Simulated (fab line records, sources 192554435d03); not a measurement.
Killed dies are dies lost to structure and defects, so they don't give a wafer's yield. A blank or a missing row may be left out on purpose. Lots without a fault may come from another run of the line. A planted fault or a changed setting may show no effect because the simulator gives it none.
Chamber matching | flow n5_finfet | N5_PASSIVATION_STRIP_48 on rie_diel-01: 4 sister chambers
The step strips in O2. 14 wafers are shown with their chamber, then 7 later ones without.

WAFERS WITH THEIR CHAMBER
wafer  | chamber | showerhead_plenum_p_Torr (Torr) | drypump_motor_current_A (A) | oes_product_au (a.u.)
L074.2 | 2       | 2.13                            | 6.2                         | 0.85
L074.4 | 1       | 1.97                            | 6.0                         | 0.67
L074.5 | 0       | 2.17                            | 6.5                         | 0.74
L079.3 | 0       | 2.17                            | 6.5                         | 0.74
L079.4 | 3       | 2.07                            | 6.2                         | 0.92
L079.6 | 3       | 2.07                            | 6.1                         | 0.95
L088.2 | 3       | 2.07                            | 6.1                         | 0.96
L088.3 | 1       | 1.96                            | 5.9                         | 0.67
L088.6 | 2       | 2.12                            | 6.2                         | 0.83
L091.1 | 3       | 2.07                            | 6.1                         | 0.88
L091.3 | 0       | 2.16                            | 6.5                         | 0.74
L091.4 | 1       | 1.96                            | 5.9                         | 0.68
L094.2 | 3       | 2.07                            | 6.2                         | 0.87
L094.5 | 3       | 2.07                            | 6.1                         | 0.89

SIGNATURES (means of the wafers above)
reading                  | chamber 0 | chamber 1 | chamber 2 | chamber 3 | scatter within a chamber
showerhead_plenum_p_Torr | 2.1667    | 1.9633    | 2.1250    | 2.0700    | 0.00428
drypump_motor_current_A  | 6.500     | 5.933     | 6.200     | 6.133     | 0.0447
oes_product_au           | 0.7400    | 0.6733    | 0.8400    | 0.9117    | 0.0271
Rule: a wafer's distance from a chamber is the root of the sum, over the readings, of the square of ((its reading less the chamber's mean) divided by the reading's scatter). The wafer belongs to the nearest chamber; if the next one is less than 2 further off, it can't be placed. The scatter: the root of (the sum of the squares of (reading less its chamber's mean) over the shown wafers, divided by (wafers less chambers)).

WAFERS WITHOUT THEIR CHAMBER
wafer  | showerhead_plenum_p_Torr (Torr) | drypump_motor_current_A (A) | oes_product_au (a.u.)
L094.6 | 2.12                            | 6.2                         | 0.81
L093.1 | 2.12                            | 6.2                         | 0.82
L093.4 | 1.96                            | 6.0                         | 0.68
L093.5 | 1.96                            | 5.9                         | 0.67
L097.1 | 2.12                            | 6.2                         | 0.78
L097.2 | 2.16                            | 6.5                         | 0.73
L097.5 | 2.12                            | 6.2                         | 0.81

WHICH CHAMBER EACH WENT THROUGH
wafer  | from the rows above | in truth
L094.6 | 2                   | 2
L093.1 | 2                   | 2
L093.4 | 1                   | 1
L093.5 | 1                   | 1
L097.1 | 2                   | 2
L097.2 | 0                   | 0
L097.5 | 2                   | 2
Placed correctly: 7 of 7. Can't be placed from these rows: 0. Placed wrongly: 0.
